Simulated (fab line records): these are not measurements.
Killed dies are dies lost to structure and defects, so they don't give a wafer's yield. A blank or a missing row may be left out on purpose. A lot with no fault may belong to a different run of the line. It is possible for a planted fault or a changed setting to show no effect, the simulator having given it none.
Which of the tools did it? + flow nandHarc + 13 lots with 39 wafers sampled at 6 steps, on a route of 1302 steps

WHAT EACH GAUGE READ, for each wafer
NHARC_P_ZERO_WELL_CD_MEAS_52: target cd 2000 nm. Usual: 2000.3 nm for cdNm, sd 1.8.
| lot  | measured     | on       | cdNm (nm)            | flag |
|------|--------------|----------|----------------------|------|
| L373 | day 2 02:17  | cdSem-01 | 1998.8 2000.2 1997.9 |      |
| L375 | day 2 22:17  | cdSem-03 | 2004.5 1997.9 2001.0 |      |
| L376 | day 3 07:50  | cdSem-01 | 1999.9 2000.0 2000.6 |      |
| L377 | day 3 17:52  | cdSem-02 | 2000.9 1999.0 1996.8 |      |
| L378 | day 4 03:55  | cdSem-01 | 2000.9 2000.8 2001.1 |      |
| L379 | day 4 14:12  | cdSem-03 | 1998.9 1998.7 2000.3 |      |
| L380 | day 5 00:03  | cdSem-02 | 1998.6 2001.8 2001.1 |      |
| L381 | day 5 09:47  | cdSem-02 | 1998.5 2003.5 2003.7 |      |
| L384 | day 6 15:46  | cdSem-01 | 1998.8 2000.5 1998.3 |      |
| L385 | day 7 02:55  | cdSem-01 | 1865.8 1868.4 1866.5 | OFF  |
| L386 | day 7 11:58  | cdSem-01 | 2003.4 2001.8 2003.5 |      |
| L395 | day 11 05:40 | cdSem-01 | 2001.1 1998.5 2001.1 |      |
| L396 | day 11 15:48 | cdSem-03 | 2002.7 2002.2 2000.4 |      |

NHARC_P_STI_INSPECT_11. Usual: 5.7 for rawDefectCount, sd 2.9.
| lot  | measured     | on               | rawDefectCount | flag |
|------|--------------|------------------|----------------|------|
| L373 | day 3 00:55  | defectInspect-02 | 3 7 4          |      |
| L375 | day 3 15:19  | defectInspect-01 | 8 8 12         |      |
| L376 | day 4 02:30  | defectInspect-02 | 10 4 7         |      |
| L377 | day 4 12:08  | defectInspect-02 | 6 3 2          |      |
| L378 | day 4 23:11  | defectInspect-01 | 8 6 8          |      |
| L379 | day 5 08:19  | defectInspect-02 | 2 7 0          |      |
| L380 | day 5 19:22  | defectInspect-02 | 7 7 4          |      |
| L381 | day 6 07:50  | defectInspect-02 | 7 5 3          |      |
| L384 | day 7 14:11  | defectInspect-02 | 4 5 4          |      |
| L385 | day 7 22:17  | defectInspect-01 | 9 2 6          |      |
| L386 | day 8 05:11  | defectInspect-02 | 6 5 9          |      |
| L395 | day 12 00:11 | defectInspect-02 | 2 3 9          |      |
| L396 | day 12 10:04 | defectInspect-02 | 17 8 5         |      |

NHARC_P_GATE_INSPECT_28. Usual: 6 for rawDefectCount, sd 3.4.
| lot  | measured     | on               | rawDefectCount | flag |
|------|--------------|------------------|----------------|------|
| L373 | day 5 09:53  | defectInspect-01 | 4 3 6          |      |
| L375 | day 6 01:34  | defectInspect-01 | 4 5 9          |      |
| L376 | day 6 07:44  | defectInspect-01 | 10 16 10       |      |
| L377 | day 6 18:15  | defectInspect-01 | 5 4 3          |      |
| L378 | day 7 18:27  | defectInspect-01 | 4 11 6         |      |
| L379 | day 8 06:11  | defectInspect-02 | 3 2 1          |      |
| L380 | day 8 13:06  | defectInspect-02 | 12 6 11        |      |
| L381 | day 8 16:17  | defectInspect-01 | 5 3 3          |      |
| L384 | day 9 22:11  | defectInspect-02 | 9 10 10        |      |
| L385 | day 10 05:44 | defectInspect-02 | 4 6 4          |      |
| L386 | day 10 07:11 | defectInspect-02 | 13 6 12        |      |
| L395 | day 14 04:25 | defectInspect-02 | 4 2 5          |      |
| L396 | day 14 13:01 | defectInspect-02 | 2 5 6          |      |

NHARC_END_SORT_01. Usual: killedAtArray 64, standard deviation 18; killedAtOther 0.8, standard deviation 1.1; killedAtPeriphery 3.8, standard deviation 2.7; killedDies 68, standard deviation 18; killedOpen 3.3, standard deviation 1.9; killedShort 2.3, standard deviation 1.8.
| lot  | measured     | on        | killedAtArray | killedAtOther | killedAtPeriphery | killedDies | killedOpen | killedShort | flag |
|------|--------------|-----------|---------------|---------------|-------------------|------------|------------|-------------|------|
| L385 | day 29 14:08 | prober-01 | 75            | 0             | 8                 | 83         | 3          | 0           |      |

TOOL THAT RAN EACH LOT (tool first, then ch and the chambers of the sampled wafers, then the start)
| lot  | NHARC_P_ZERO_WELL_EXPOSE_49      | NHARC_P_STI_ETCH_15             |
|------|----------------------------------|---------------------------------|
| L373 | krfScanner-04 ch 0, day 2 02:07  | rieSi-04 ch 0,1,3, day 3 01:19  |
| L375 | krfScanner-01 ch 0, day 2 22:08  | rieSi-03 ch 2,3, day 3 15:45    |
| L376 | krfScanner-02 ch 0, day 3 07:40  | rieSi-05 ch 0,2,3, day 4 02:55  |
| L377 | krfScanner-01 ch 0, day 3 17:43  | rieSi-04 ch 1,3, day 4 12:35    |
| L378 | krfScanner-02 ch 0, day 4 03:45  | rieSi-04 ch 0,3, day 4 23:36    |
| L379 | krfScanner-02 ch 0, day 4 14:03  | rieSi-03 ch 1,3, day 5 08:44    |
| L380 | krfScanner-01 ch 0, day 4 23:53  | rieSi-05 ch 0,3, day 5 19:46    |
| L381 | krfScanner-01 ch 0, day 5 09:38  | rieSi-03 ch 2,3, day 6 08:15    |
| L384 | krfScanner-04 ch 0, day 6 15:36  | rieSi-05 ch 0,2,3, day 7 14:37  |
| L385 | krfScanner-02 ch 0, day 7 02:45  | rieSi-05 ch 1,2,3, day 7 22:44  |
| L386 | krfScanner-01 ch 0, day 7 11:48  | rieSi-03 ch 1,3, day 8 05:37    |
| L395 | krfScanner-04 ch 0, day 11 05:31 | rieSi-04 ch 1,2,3, day 12 00:36 |
| L396 | krfScanner-02 ch 0, day 11 15:38 | rieSi-04 ch 0,2,3, day 12 10:29 |
- NHARC_P_ZERO_WELL_EXPOSE_49: exposes mask P HVPW, target cd 2000 nm.
- NHARC_P_STI_ETCH_15: etches the open film in HBr/Cl2, target depth 300 nm, time 100.1 s.

AS READ BY THE TOOLS THEMSELVES (means over the sampled wafers that have a number; for cases with no such wafer, the mark the record gives instead)
NHARC_P_STI_ETCH_15. Usual: drypumpMotorCurrentA 5.7 A, standard deviation 0.62; oesProductAu 0.998 a.u., standard deviation 0.0081; throttleValvePct 26.406 %, standard deviation 0.009.
| lot  | tool     | drypumpMotorCurrentA (A) | oesProductAu (a.u.) | throttleValvePct (%) | flag |
|------|----------|--------------------------|---------------------|----------------------|------|
| L373 | rieSi-04 | 6.1                      | 0.995               | 26.398               |      |
| L375 | rieSi-03 | 4.9                      | 1.002               | 26.404               |      |
| L376 | rieSi-05 | 5.7                      | 0.993               | 26.415               |      |
| L377 | rieSi-04 | 5.6                      | 0.998               | 26.397               |      |
| L378 | rieSi-04 | 5.7                      | 0.998               | 26.406               |      |
| L379 | rieSi-03 | 5.8                      | 0.991               | 26.409               |      |
| L380 | rieSi-05 | 5.7                      | 0.994               | 26.402               |      |
| L381 | rieSi-03 | 5.2                      | 1.000               | 26.404               |      |
| L384 | rieSi-05 | 5.7                      | 0.993               | 26.403               |      |
| L385 | rieSi-05 | 5.7                      | 0.998               | 26.411               |      |
| L386 | rieSi-03 | 5.8                      | 1.007               | 26.407               |      |
| L395 | rieSi-04 | 5.7                      | 1.007               | 26.405               |      |
| L396 | rieSi-04 | 5.7                      | 0.997               | 26.410               |      |

THE ANSWER, worked out from the rows above alone
Rule: lot off if the mean of its wafers having a number is beyond 3 standard deviations from the usual mean. Also off: a lot with no number at a reading for which 4 or more lots have one. Any other lot the step has rows for is counted as sound. The gauges are gone through in route order, then the tools' own readings, and for those a lot's mean is taken as printed above. At the first step where some lot is off, the reading lying furthest off is the one used; lots without a number count as furthest.
Off: L385 (NHARC_P_ZERO_WELL_CD_MEAS_52, cdNm).
A tool fits if, at a process step before that reading, it ran every lot that is off, and no sound lot after the first of them. Those tools and the gauges at NHARC_P_ZERO_WELL_CD_MEAS_52 are tried in the same way. None of those tried fits.

WHAT WAS PUT IN BY THE SIMULATOR
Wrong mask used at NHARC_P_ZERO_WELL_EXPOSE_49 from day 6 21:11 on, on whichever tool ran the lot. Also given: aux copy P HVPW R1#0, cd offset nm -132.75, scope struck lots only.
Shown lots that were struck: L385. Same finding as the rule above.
